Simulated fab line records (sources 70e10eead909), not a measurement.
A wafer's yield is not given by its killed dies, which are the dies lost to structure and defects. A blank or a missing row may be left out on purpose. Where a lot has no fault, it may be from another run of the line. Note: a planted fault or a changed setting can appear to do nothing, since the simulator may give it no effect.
Matching of chambers | flow nand-harc | 4 sister chambers for NHARC_A_CHANNEL_HOLE_D1_ETCH_38 on rie-diel-08
The step etches the open film in CF4, target depth 39 nm, time 65 s. 4 wafers are shown with their chamber, then 12 later ones without.

== WAFERS PAIRED WITH THEIR CHAMBERS ==
wafer  | chamber | drypump-motor-current-A (A)
L089.6 | 1       | 4.9
L090.1 | 3       | 5.9
L090.3 | 2       | 6.5
L090.5 | 0       | 5.7

== WAFERS WITH NO CHAMBER GIVEN ==
wafer  | drypump-motor-current-A (A)
L094.1 | 6.0
L094.3 | 5.7
L094.4 | 6.5
L095.1 | 6.5
L095.4 | 4.9
L095.5 | 5.7
L096.2 | 4.9
L096.3 | 5.7
L096.5 | 6.0
L097.2 | 5.7
L097.4 | 4.9
L097.5 | 5.7

== WHICH CHAMBER EACH ONE RAN IN ==
wafer  | from the rows above | in truth
L094.1 | 3                   | 3
L094.3 | 0                   | 0
L094.4 | 2                   | 2
L095.1 | 2                   | 2
L095.4 | 1                   | 1
L095.5 | 0                   | 0
L096.2 | 1                   | 1
L096.3 | 0                   | 0
L096.5 | 3                   | 3
L097.2 | 0                   | 0
L097.4 | 1                   | 1
L097.5 | 0                   | 0
Correct placement for 12 of the 12. From these rows, 0 cannot be placed. Wrongly placed: 0.
How it was worked out, from the rows above alone: a wafer's distance from a chamber is the root of the sum, over the readings, of the square of ((its reading less the chamber's mean) divided by the reading's scatter). If the next closest chamber is less than 2 further off than the closest, the wafer can't be placed; otherwise it belongs to the closest. A chamber's mean is the mean of its shown wafers. The scatter: root of mean squared gap, hidden wafer to nearest shown wafer, with one shown wafer a chamber.
